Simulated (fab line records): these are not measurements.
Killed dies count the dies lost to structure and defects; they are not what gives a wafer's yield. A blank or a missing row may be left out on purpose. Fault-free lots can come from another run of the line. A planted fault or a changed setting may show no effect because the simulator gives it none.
The tool behind it: which one?    flow nand-harc    24 lots, 72 wafers sampled, at 5 steps of a route of 1159

WHAT EACH GAUGE READ, for each wafer
NHARC_A_CONTACT_CD_MEAS_80.
lot   measured      on         cd-nm (nm)
L074  day 17 00:53  cd-sem-01  189.9 189.6 190.3
L075  day 17 10:43  cd-sem-01  187.3 187.9 187.9
L076  day 17 16:43  cd-sem-01  189.4 188.5 189.7
L077  day 17 20:14  cd-sem-02  190.1 191.5 190.3
L081  day 18 03:23  cd-sem-02  189.7 190.1 189.9
L078  day 18 06:41  cd-sem-02  188.8 189.5 189.8
L079  day 18 08:41  cd-sem-01  189.0 189.1 188.7
L082  day 19 08:46  cd-sem-01  187.5 187.1 188.6
L084  day 19 09:04  cd-sem-03  189.1 189.7 189.2
L080  day 19 16:26  cd-sem-02  189.4 188.8 189.1
L083  day 19 22:55  cd-sem-03  190.2 191.3 190.8
L085  day 20 04:04  cd-sem-01  190.1 191.3 190.2
L091  day 20 23:38  cd-sem-01  189.2 189.7 189.5
L087  day 21 00:49  cd-sem-03  190.2 189.5 189.0
L086  day 21 06:19  cd-sem-01  190.2 189.6 189.9
L088  day 21 08:36  cd-sem-02  190.1 191.1 189.5
L089  day 21 14:22  cd-sem-03  190.3 189.6 189.4
L090  day 21 22:43  cd-sem-02  189.8 189.2 189.7
L092  day 22 01:14  cd-sem-03  189.5 189.0 188.8
L094  day 22 08:29  cd-sem-03  189.6 188.8 188.5
L096  day 22 08:25  cd-sem-02  187.5 188.2 187.8
L093  day 22 12:49  cd-sem-02  188.2 188.7 188.2
L095  day 22 22:06  cd-sem-03  189.1 190.5 189.4
L097  day 22 23:27  cd-sem-01  190.9 189.3 190.8

TOOL THAT RAN EACH LOT (tool first, then ch and the chambers of the sampled wafers, then the start)
lot   NHARC_A_CONTACT_ETCH_50                        NHARC_A_CONTACT_ETCH_120              NHARC_A_CONTACT_ETCH_124              NHARC_A_CONTACT_ETCH_97
L074  rie-diel-06 ch 1,3, day 16 13:02 or earlier    har-cap-etch-01 ch 0,1, day 16 13:02  har-cap-etch-03 ch 0,1, day 16 22:19  rie-diel-13 ch 0,2,3, day 17 00:53 or earlier
L075  rie-diel-13 ch 0,1,3, day 16 23:13 or earlier  har-cap-etch-02 ch 0,1, day 16 23:13  har-cap-etch-01 ch 0, day 17 08:37    rie-diel-13 ch 2,3, day 17 10:43 or earlier
L076  rie-diel-06 ch 1,2,3, day 17 07:02 or earlier  har-cap-etch-03 ch 0,1, day 17 07:02  har-cap-etch-01 ch 0, day 17 14:35    rie-diel-06 ch 0,1,3, day 17 16:43 or earlier
L077  rie-diel-06 ch 0,1,3, day 17 10:47 or earlier  har-cap-etch-02 ch 0,1, day 17 10:47  har-cap-etch-01 ch 1, day 17 18:06    rie-diel-06 ch 2,3, day 17 20:14 or earlier
L081  rie-diel-06 ch 0,2,3, day 17 18:58 or earlier  har-cap-etch-03 ch 0,1, day 17 18:58  har-cap-etch-03 ch 0,1, day 18 01:15  rie-diel-06 ch 0,2,3, day 18 03:23 or earlier
L078  rie-diel-06 ch 0,2,3, day 17 22:47 or earlier  har-cap-etch-03 ch 0,1, day 17 22:47  har-cap-etch-01 ch 0,1, day 18 04:35  rie-diel-13 ch 0,2,3, day 18 06:41 or earlier
L079  rie-diel-06 ch 0,1,2, day 18 00:28 or earlier  har-cap-etch-01 ch 0,1, day 18 00:28  har-cap-etch-02 ch 0,1, day 18 06:34  rie-diel-06 ch 2,3, day 18 08:37
L082  rie-diel-06 ch 0,1,3, day 19 00:44 or earlier  har-cap-etch-03 ch 0,1, day 19 00:44  har-cap-etch-02 ch 0,1, day 19 06:38  rie-diel-06 ch 0,2,3, day 19 08:46 or earlier
L084  rie-diel-13 ch 1,2,3, day 19 00:50 or earlier  har-cap-etch-01 ch 0,1, day 19 00:50  har-cap-etch-03 ch 0,1, day 19 06:56  rie-diel-06 ch 0,1,2, day 19 09:04 or earlier
L080  rie-diel-13 ch 0,1,2, day 19 08:08 or earlier  har-cap-etch-01 ch 0,1, day 19 08:08  har-cap-etch-01 ch 0,1, day 19 14:18  rie-diel-06 ch 1,2,3, day 19 16:26 or earlier
L083  rie-diel-06 ch 0,2,3, day 19 13:38 or earlier  har-cap-etch-02 ch 0,1, day 19 13:38  har-cap-etch-03 ch 0,1, day 19 20:44  rie-diel-03 ch 0,2,3, day 19 22:55 or earlier
L085  rie-diel-06 ch 0,1,3, day 19 14:05 or earlier  har-cap-etch-03 ch 0,1, day 19 14:05  har-cap-etch-02 ch 0,1, day 19 21:07  rie-diel-06 ch 0,2,3, day 20 04:04 or earlier
L091  rie-diel-06 ch 0,1,2, day 20 14:41 or earlier  har-cap-etch-02 ch 0,1, day 20 14:41  har-cap-etch-01 ch 0,1, day 20 21:32  rie-diel-13 ch 0,1, day 20 23:38 or earlier
L087  rie-diel-06 ch 0,2,3, day 20 16:53 or earlier  har-cap-etch-01 ch 0,1, day 20 16:53  har-cap-etch-03 ch 0,1, day 20 22:41  rie-diel-13 ch 0,1,3, day 21 00:49 or earlier
L086  rie-diel-03 ch 0,2,3, day 20 18:34 or earlier  har-cap-etch-03 ch 0,1, day 20 18:34  har-cap-etch-01 ch 0,1, day 21 04:12  rie-diel-13 ch 0,1,2, day 21 06:19 or earlier
L088  rie-diel-06 ch 0,2,3, day 20 21:15 or earlier  har-cap-etch-02 ch 0,1, day 20 21:15  har-cap-etch-03 ch 0,1, day 21 05:59  rie-diel-13 ch 0,1,2, day 21 08:36 or earlier
L089  rie-diel-06 ch 2,3, day 21 01:20 or earlier    har-cap-etch-02 ch 1, day 21 01:20    har-cap-etch-02 ch 0,1, day 21 12:15  rie-diel-03 ch 0,3, day 21 14:22 or earlier
L090  rie-diel-03 ch 1,2,3, day 21 13:07 or earlier  har-cap-etch-03 ch 0,1, day 21 13:07  har-cap-etch-02 ch 0,1, day 21 20:28  rie-diel-06 ch 1,3, day 21 22:38
L092  rie-diel-13 ch 1,2,3, day 21 16:08 or earlier  har-cap-etch-02 ch 0, day 21 16:08    har-cap-etch-02 ch 0,1, day 21 23:07  rie-diel-06 ch 0,1, day 22 01:09
L094  rie-diel-13 ch 1,2,3, day 21 23:34 or earlier  har-cap-etch-03 ch 0,1, day 21 23:34  har-cap-etch-03 ch 0,1, day 22 05:49  rie-diel-06 ch 0,1, day 22 08:29 or earlier
L096  rie-diel-03 ch 1,2, day 21 23:51 or earlier    har-cap-etch-01 ch 0,1, day 21 23:51  har-cap-etch-01 ch 0,1, day 22 06:14  rie-diel-06 ch 0,1,2, day 22 08:25 or earlier
L093  rie-diel-03 ch 0,3, day 22 04:45 or earlier    har-cap-etch-01 ch 0,1, day 22 04:45  har-cap-etch-02 ch 0,1, day 22 10:44  rie-diel-06 ch 0,1,3, day 22 12:49 or earlier
L095  rie-diel-13 ch 0,1,2, day 22 13:58 or earlier  har-cap-etch-01 ch 0,1, day 22 13:58  har-cap-etch-01 ch 0,1, day 22 19:56  rie-diel-13 ch 1,2, day 22 22:06 or earlier
L097  rie-diel-03 ch 0,2,3, day 22 15:16 or earlier  har-cap-etch-03 ch 0,1, day 22 15:16  har-cap-etch-03 ch 0,1, day 22 21:20  rie-diel-13 ch 0,1, day 22 23:27 or earlier
- NHARC_A_CONTACT_ETCH_50: etches the open film in CF4/CHF3, target depth 84.7 nm, time 42.4 s.
- NHARC_A_CONTACT_ETCH_120: etches the open film in C4F8/O2/Ar, time 94 s, target depth 922 nm.
- NHARC_A_CONTACT_ETCH_124: etches the open film in C4F8/O2/Ar, time 140 s, target depth 700 nm.
- NHARC_A_CONTACT_ETCH_97: etches the open film in C4F6/O2, target depth 20 nm, time 10 s.

WHAT THE TOOLS THEMSELVES READ (means of the sampled wafers that have a number; where no wafer has one, the mark that the record gives instead)
NHARC_A_CONTACT_ETCH_50.
lot   tool         drypump-motor-current-A (A)  oes-product-au (a.u.)  rf-vpp-V (V)  showerhead-plenum-p-Torr (Torr)  throttle-valve-pct (%)
L074  rie-diel-06  5.9                          0.954                  369.9         1.53                             16.807
L075  rie-diel-13  5.9                          0.922                  367.6         1.51                             16.794
L076  rie-diel-06  5.8                          0.961                  370.7         1.56                             16.804
L077  rie-diel-06  5.8                          0.947                  368.8         1.51                             16.799
L081  rie-diel-06  5.7                          0.973                  370.2         1.54                             16.800
L078  rie-diel-06  5.7                          0.937                  369.2         1.54                             16.799
L079  rie-diel-06  5.6                          0.974                  370.9         1.57                             16.803
L082  rie-diel-06  5.8                          0.971                  370.7         1.59                             16.795
L084  rie-diel-13  5.7                          0.934                  370.2         1.54                             16.799
L080  rie-diel-13  5.6                          0.918                  371.2         1.57                             16.808
L083  rie-diel-06  5.7                          0.973                  371.4         1.62                             16.804
L085  rie-diel-06  5.7                          0.944                  370.8         1.59                             16.799
L091  rie-diel-06  5.6                          0.942                  370.4         1.57                             16.811
L087  rie-diel-06  5.7                          0.961                  372.0         1.61                             16.808
L086  rie-diel-03  6.1                          0.927                  371.4         1.61                             16.794
L088  rie-diel-06  5.7                          0.965                  371.2         1.61                             16.799
L089  rie-diel-06  5.7                          0.952                  372.6         1.66                             16.801
L090  rie-diel-03  6.1                          0.966                  371.6         1.61                             16.800
L092  rie-diel-13  5.7                          0.969                  372.1         1.62                             16.790
L094  rie-diel-13  5.7                          0.937                  371.9         1.62                             16.808
L096  rie-diel-03  6.2                          0.926                  369.6         1.57                             16.798
L093  rie-diel-03  6.2                          0.961                  371.1         1.57                             16.802
L095  rie-diel-13  5.7                          0.960                  370.2         1.57                             16.803
L097  rie-diel-03  6.1                          0.923                  370.6         1.60                             16.809

NHARC_A_CONTACT_ETCH_97.
lot   tool         drypump-motor-current-A (A)  oes-product-au (a.u.)  rf-vpp-V (V)  showerhead-plenum-p-Torr (Torr)  throttle-valve-pct (%)
L074  rie-diel-13  5.7                          0.920                  547           3.90                             26.914
L075  rie-diel-13  5.5                          0.955                  549           4.00                             26.908
L076  rie-diel-06  5.7                          0.943                  544           3.77                             26.899
L077  rie-diel-06  5.9                          0.976                  545           3.80                             26.900
L081  rie-diel-06  5.7                          0.961                  545           3.84                             26.903
L078  rie-diel-13  5.7                          0.946                  546           3.90                             26.900
L079  rie-diel-06  5.8                          0.957                  547           3.95                             26.902
L082  rie-diel-06  5.7                          0.943                  549           4.03                             26.893
L084  rie-diel-06  5.6                          0.999                  547           3.92                             26.901
L080  rie-diel-06  5.8                          0.943                  551           4.08                             26.901
L083  rie-diel-03  6.1                          1.002                  549           4.00                             26.890
L085  rie-diel-06  5.7                          0.933                  549           4.02                             26.899
L091  rie-diel-13  5.8                          0.984                  544           3.77                             26.902
L087  rie-diel-13  5.9                          1.000                  548           3.94                             26.902
L086  rie-diel-13  5.6                          0.931                  546           3.91                             26.901
L088  rie-diel-13  5.6                          0.981                  547           3.91                             26.910
L089  rie-diel-03  6.1                          0.991                  545           3.85                             26.903
L090  rie-diel-06  6.0                          0.992                  551           4.11                             26.904
L092  rie-diel-06  5.7                          0.957                  545           3.85                             26.901
L094  rie-diel-06  5.5                          1.006                  545           3.79                             26.902
L096  rie-diel-06  5.6                          0.963                  546           3.91                             26.904
L093  rie-diel-06  5.8                          1.005                  547           3.95                             26.905
L095  rie-diel-13  5.6                          0.968                  545           3.85                             26.902
L097  rie-diel-13  5.8                          1.003                  543           3.76                             26.902

THE ANSWER, worked out from the rows above alone
Rule: usual is defined by the lots themselves. The widest of any qualifying gaps counts: lots, ordered by their means at a reading, are off when they make up no more than a third of the lots, leave a main group of 4 or more, and stand apart from it by 3 or more times the standard deviation of that group's means. A main group whose means are all the same, to the digits that the tables above print for the reading, isn't used. A lot without any number at a reading at which 4 lots or more have one is off too. The other lots that the step has rows for count as sound. The gauges are gone through in route order, then the tools' own readings, and for those a lot's mean is taken as printed above. The first step at which some lot is off is used, and at that step the reading that is off furthest; a lot without a number counts as furthest.
Nothing can be told from this: no lot is off at any reading shown.

WHAT THE SIMULATOR PUT IN
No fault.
